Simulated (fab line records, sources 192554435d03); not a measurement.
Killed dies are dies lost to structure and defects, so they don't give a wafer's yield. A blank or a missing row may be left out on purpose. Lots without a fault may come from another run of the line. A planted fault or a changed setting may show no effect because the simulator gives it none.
Problem report in the 8D (eight disciplines) form, filled by code | flow n5_finfet | the parts of the form that need people (team, actions taken, sign-off) are left out

1. THE PROBLEM
cd_nm at N5_BEOL_M14_CD_MEAS_28 reads a mean of 321.9 nm on 4 wafers of 3 lots; wafers without a fault read 284.6 nm with a standard deviation of 1.7. That is +22 standard deviations from the usual mean.
The step: target cd 284.4 nm.
First seen on wafer L858.1, day 14 14:29, on cd_sem-01. The record holds 21 wafers of 7 lots with a number at this step. Rule for "out", or "out of limits": more than 4 standard deviations from the usual mean. The other wafers with a number count as sound.

2. WHAT IT IS AND WHAT IT IS NOT
question                    | is                             | is not
which readings at this step | cd_nm                          | -
which lots                  | L855, L858, L863               | L849, L856, L857, L868
which wafers of those lots  | L855.1, L855.5, L858.1, L863.5 | L855.6, L858.2, L858.6, L863.2, L863.6
read on which gauges        | cd_sem-01, cd_sem-03           | -
when                        | from day 14 14:29              | up to then (8 sound wafers); but 9 sound wafers of L855, L857, L863, L868 came after

3. SUSPECTS, AND WHAT RULES EACH OUT
Counting: a tool at a process step up to the reading stays a suspect if it ran every lot that is out. Sound lots after the first of them don't rule it out here, since some wafers of a struck lot are sound.
- the gauge at N5_BEOL_M14_CD_MEAS_28: ruled out. The wafers that are out were read on 2 gauges (cd_sem-01, cd_sem-03).
- krf_scanner-02 at N5_BEOL_M14_EXPOSE_25 (exposes mask M14, target cd 280 nm): kept. It ran every lot that is out, first L858 (day 14 14:18); its last sound lot up to then is L856 (day 13 14:51).
Left after counting: krf_scanner-02 at N5_BEOL_M14_EXPOSE_25.

4. THE CAUSE (what the simulator had put in)
Process parameter drift: krf_scanner-02, from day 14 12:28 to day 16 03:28, at N5_BEOL_M14_EXPOSE_25. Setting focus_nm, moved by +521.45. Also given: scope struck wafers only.
Counting left only this tool.

5. THE CHAIN OF EFFECTS, in route order
Each row: a reading whose mean over the struck wafers that have a number lies more than 3 standard deviations from the usual. Only readings for which the record gives a usual standard deviation are gone through. hours: the time from each lot's start at the first step in this table that gives one to its start at this step, as a median over the lots. sigmas: the change in usual standard deviations.
hours | step                    | reading              | usual        | on struck wafers | change | sigmas
0     | N5_BEOL_M14_CD_MEAS_28  | cd_nm                | 284.6 nm     | 321.9            | +37.3  | +22
10    | N5_BEOL_M15_RC_MEAS_101 | SERP_M14             | 0.164 ohm/um | 0.136            | -0.028 | -6.2
10    | N5_BEOL_M15_RC_MEAS_101 | SERP_M14_max_site    | 0.166 ohm/um | 0.137            | -0.029 | -6.2
25    | N5_PASSIVATION_PROBE_49 | defect_limited_yield | 91.7 %       | 83.3             | -8.4   | -5.6
25    | N5_PASSIVATION_PROBE_49 | killed_at_M4_up      | 13           | 110              | +96    | +18
25    | N5_PASSIVATION_PROBE_49 | killed_dies          | 98           | 197              | +99    | +5.8
25    | N5_PASSIVATION_PROBE_49 | killed_on_rim        | 13           | 46               | +33    | +8.2
25    | N5_PASSIVATION_PROBE_49 | sort_n_pass          | 1082         | 983              | -99    | -5.8
25    | N5_PASSIVATION_PROBE_49 | sort_yield_pct       | 91.7 %       | 83.3             | -8.4   | -6.0
The process steps in it:
- N5_PASSIVATION_PROBE_49

6. WHAT WOULD HAVE CAUGHT IT SOONER
In this record the first reading out of limits at a measuring or inspecting step was taken at day 14 14:29, 2 hours after the fault began at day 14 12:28.
Of the lots that are out (3), L855, L863 began N5_BEOL_M14_EXPOSE_25 on krf_scanner-02 after day 14 14:29. A hold on the tool at that time would have spared those 2.
